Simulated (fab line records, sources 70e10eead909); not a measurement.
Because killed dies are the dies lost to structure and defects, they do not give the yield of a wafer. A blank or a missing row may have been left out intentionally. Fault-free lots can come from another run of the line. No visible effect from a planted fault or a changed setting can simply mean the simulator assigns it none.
Chamber matching | flow nand harc | 3 sister chambers for NHARC_P_GATE_DEP_103 on pecvd-02
The step deposits SiON, target thk 30 nm. 16 wafers are shown with their chamber, then 8 later ones without.

## EACH WAFER AND ITS CHAMBER
wafer  | chamber | heater power w (W)
L428.2 | 0       | 605
L428.3 | 2       | 828
L428.4 | 0       | 602
L431.1 | 0       | 704
L431.3 | 2       | 824
L431.5 | 2       | 821
L440.3 | 1       | 672
L440.4 | 0       | 662
L440.6 | 1       | 686
L441.3 | 1       | 727
L441.5 | 1       | 736
L441.6 | 0       | 592
L443.2 | 1       | 752
L443.3 | 2       | 708
L443.6 | 0       | 649
L442.3 | 1       | 783

SIGNATURES (averages over the wafers above)
reading        | chamber 0 | chamber 1 | chamber 2 | scatter within a chamber
heater power w | 635.67    | 726.00    | 795.25    | 46.6
Rule: distance of a wafer from a chamber = root of the sum over the readings of ((wafer's reading minus chamber's mean) / reading's scatter) squared. If the next closest chamber is less than 2 further off than the closest, the wafer can't be placed; otherwise it belongs to the closest. The scatter: the root of (the sum of the squares of (reading less its chamber's mean) over the shown wafers, divided by (wafers less chambers)).

## WAFERS WITH NO CHAMBER GIVEN
wafer  | heater power w (W)
L442.5 | 673
L442.6 | 785
L445.2 | 787
L445.3 | 770
L445.6 | 751
L447.2 | 677
L447.3 | 737
L447.6 | 811

## WHICH CHAMBER EACH ONE RAN IN
wafer  | from the rows above          | in truth
L442.5 | can't be placed: 0 or 1 or 2 | 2
L442.6 | can't be placed: 2 or 1      | 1
L445.2 | can't be placed: 2 or 1      | 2
L445.3 | can't be placed: 2 or 1      | 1
L445.6 | can't be placed: 1 or 2 or 0 | 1
L447.2 | can't be placed: 0 or 1 or 2 | 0
L447.3 | can't be placed: 1 or 2 or 0 | 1
L447.6 | can't be placed: 2 or 1      | 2
Correct placement for 0 of the 8. These rows do not allow placing 8 (true chamber among the candidates in 8). Wrongly placed: 0.
